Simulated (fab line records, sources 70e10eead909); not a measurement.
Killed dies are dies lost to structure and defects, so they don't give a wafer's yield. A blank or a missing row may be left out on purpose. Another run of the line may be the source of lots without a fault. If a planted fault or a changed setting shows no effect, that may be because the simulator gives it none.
Matching of chambers    flow nand harc    3 sister chambers for NHARC_P_M1_PRE_CLEAN_32 on pecvd-03
The step time 12 s. 6 wafers are shown with their chamber, then 12 later ones without.

WAFERS WITH THEIR CHAMBER
wafer   chamber  heater power w (W)
L085.6  1        576
L086.3  1        637
L086.5  2        665
L089.2  2        663
L089.3  0        593
L089.5  0        595

WAFERS MISSING THEIR CHAMBER
wafer   heater power w (W)
L088.2  620
L088.4  650
L088.5  637
L088.1  651
L088.3  738
L088.6  742
L090.1  584
L090.3  611
L090.5  729
L095.3  675
L095.5  673
L095.6  717

WHICH CHAMBER EACH WENT THROUGH
wafer    from the rows above            in truth
L088.2   can't be placed: 1 or 0 or 2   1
L088.4   can't be placed: 2 or 1 or 0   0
L088.5   can't be placed: 2 or 1 or 0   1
L088.1   can't be placed: 2 or 1 or 0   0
L088.3   2                              2
L088.6   2                              2
L090.1   can't be placed: 0 or 1        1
L090.3   can't be placed: 1 or 0 or 2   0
L090.5   2                              2
L095.3   2                              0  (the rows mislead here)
L095.5   2                              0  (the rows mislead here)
L095.6   2                              2
4 of 12 placed correctly. These rows do not allow placing 6 (true chamber among the candidates in 6). Number placed wrongly: 2.
How it was worked out, from the rows above alone: a wafer's distance from a chamber is the root of the sum, over the readings, of the square of ((its reading less the chamber's mean) divided by the reading's scatter). The wafer belongs to the nearest chamber; if the next one is less than 2 further off, it can't be placed. A chamber's mean is the mean of its shown wafers. The scatter: take each reading less its chamber's mean, square it, sum over the shown wafers, divide by the number of wafers less the number of chambers, and take the root.
